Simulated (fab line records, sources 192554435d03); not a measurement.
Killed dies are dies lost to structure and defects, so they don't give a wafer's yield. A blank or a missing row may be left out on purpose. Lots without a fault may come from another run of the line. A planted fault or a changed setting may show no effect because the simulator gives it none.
Split-lot experiment | flow n5_finfet | 7 lots, 21 wafers read, on a route of 1938 steps

THE SPLIT
At N5_BEOL_M7_COAT_60 (time 60 s, resist thk 35 nm), the setting spin_rpm was moved away from the recipe's 1500 rpm on 6 of the 21 wafers read, by -6.9% to +7.0%. The other wafers ran this setting at the recipe's value.

FROM THE SPLIT TO THE READING: what the file shows between them, 1 step
- N5_BEOL_M7_ETCH_61: etches SiARC in CF4, target depth 45.5 nm, time 75.8 s (also split here: source_w)

THE READING
SiARC_of_BEOL_M7_COAT_60.thk_nm (the simulator's own value, which no gauge read), in nm, at N5_BEOL_M7_ETCH_62 (etches SOC in N2/H2, target depth 110 nm, overetch 22 nm, time 165 s). The file gives no usual value for it. The 15 wafers here that ran the recipe average 28.5 nm, standard deviation 0.28 nm.

wafer  | tool, chamber at the split | spin_rpm as run, rpm | against the recipe | SiARC_of_BEOL_M7_COAT_60.thk_nm, nm | against lot-mates on the recipe
L074.2 | litho_track-05, 0          | 1500                 | recipe             | 28                                  | -
L074.3 | litho_track-05, 0          | 1397                 | -6.9%              | 29.8                                | +1.4
L074.5 | litho_track-05, 0          | 1500                 | recipe             | 28.8                                | -
L086.3 | litho_track-04, 0          | 1500                 | recipe             | 28.4                                | -
L086.5 | litho_track-04, 0          | 1500                 | recipe             | 28.4                                | -
L086.6 | litho_track-04, 0          | 1500                 | recipe             | 28.4                                | -
L081.1 | litho_track-02, 0          | 1500                 | recipe             | 28.6                                | -
L081.2 | litho_track-02, 0          | 1500                 | recipe             | 28.2                                | -
L081.4 | litho_track-02, 0          | 1500                 | recipe             | 28.8                                | -
L090.2 | litho_track-05, 0          | 1500                 | recipe             | 28.4                                | -
L090.3 | litho_track-05, 0          | 1500                 | recipe             | 29                                  | -
L090.6 | litho_track-05, 0          | 1500                 | recipe             | 29                                  | -
L089.3 | litho_track-05, 0          | 1601                 | +6.7%              | 27.2                                | -1.4
L089.4 | litho_track-05, 0          | 1601                 | +6.7%              | 27.4                                | -1.2
L089.6 | litho_track-05, 0          | 1500                 | recipe             | 28.6                                | -
L087.3 | litho_track-04, 0          | 1500                 | recipe             | 28.2                                | -
L087.4 | litho_track-04, 0          | 1500                 | recipe             | 28.6                                | -
L087.5 | litho_track-04, 0          | 1605                 | +7.0%              | 27.2                                | -1.2
L093.3 | litho_track-05, 0          | 1500                 | recipe             | 28.4                                | -
L093.4 | litho_track-05, 0          | 1414                 | -5.7%              | 28.6                                | +0.2
L093.6 | litho_track-05, 0          | 1414                 | -5.7%              | 29.2                                | +0.8

THE FIT
A straight line over all 21 wafers: SiARC_of_BEOL_M7_COAT_60.thk_nm changes by -0.153 nm for each +1% of spin_rpm; r = -0.87; the points scatter about the line by 0.32 nm.
The same after taking each lot's own level away (the mean of its wafers on the recipe; 21 wafers): -0.163 nm for each +1%; r = -0.90; scatter 0.28 nm.
On that fit, the largest move of spin_rpm shifts the reading by 1.1 nm.
The lots' own levels span 28.40 to 28.80 nm, that is 1.4 times the standard deviation above.
So the lot-to-lot level changes the slope little: the two slopes agree.
Check: with one of the wafers moved furthest among these (+7.0%) left out of the fit, the line predicts -1.19 nm for it against its lot-mates. It came out at -1.2 nm against them.

OTHER SPLITS ON THESE WAFERS
These wafers also went through other splits before the reading. Each is held against what the fit with the lots' levels taken away leaves over:
other split on the same wafers   | wafers away from the commonest value | r with SiARC_of_BEOL_M7_COAT_60.thk_nm (lot level and that fit taken away)
N5_BEOL_M6_TRENCH_ETCH_37 time_s | 6                                    | -0.36
N5_BEOL_M7_ETCH_61 source_w      | 7                                    | +0.13

THE WHOLE CHAIN: every reading that the file lists as answering this split, in the file's order
step               | what it does                                                         | reading                                                                            | change (the file's fit)               | r (the file's)
N5_BEOL_M7_COAT_60 | time 60 s, resist thk 35 nm                                          | SiARC_of_BEOL_M7_COAT_60.thk_nm (the simulator's own value, which no gauge read)   | -0.187 nm for each +1% of the setting | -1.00
N5_BEOL_M7_ETCH_61 | etches SiARC in CF4, target depth 45.5 nm, time 75.8 s               | CAR-ArF_of_BEOL_M7_COAT_05.thk_nm (the simulator's own value, which no gauge read) | +0.181 nm for each +1% of the setting | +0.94
N5_BEOL_M7_ETCH_61 | etches SiARC in CF4, target depth 45.5 nm, time 75.8 s               | etch.depth_nm (the simulator's own value, which no gauge read)                     | -0.18 nm for each +1% of the setting  | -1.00
N5_BEOL_M7_ETCH_62 | etches SOC in N2/H2, target depth 110 nm, overetch 22 nm, time 165 s | SiARC_of_BEOL_M7_COAT_60.thk_nm (the simulator's own value, which no gauge read)   | -0.17 nm for each +1% of the setting  | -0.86

THE FILE'S OWN FIT
SiARC_of_BEOL_M7_COAT_60.thk_nm changes by -0.17 nm for each +1% of spin_rpm, r = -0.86.
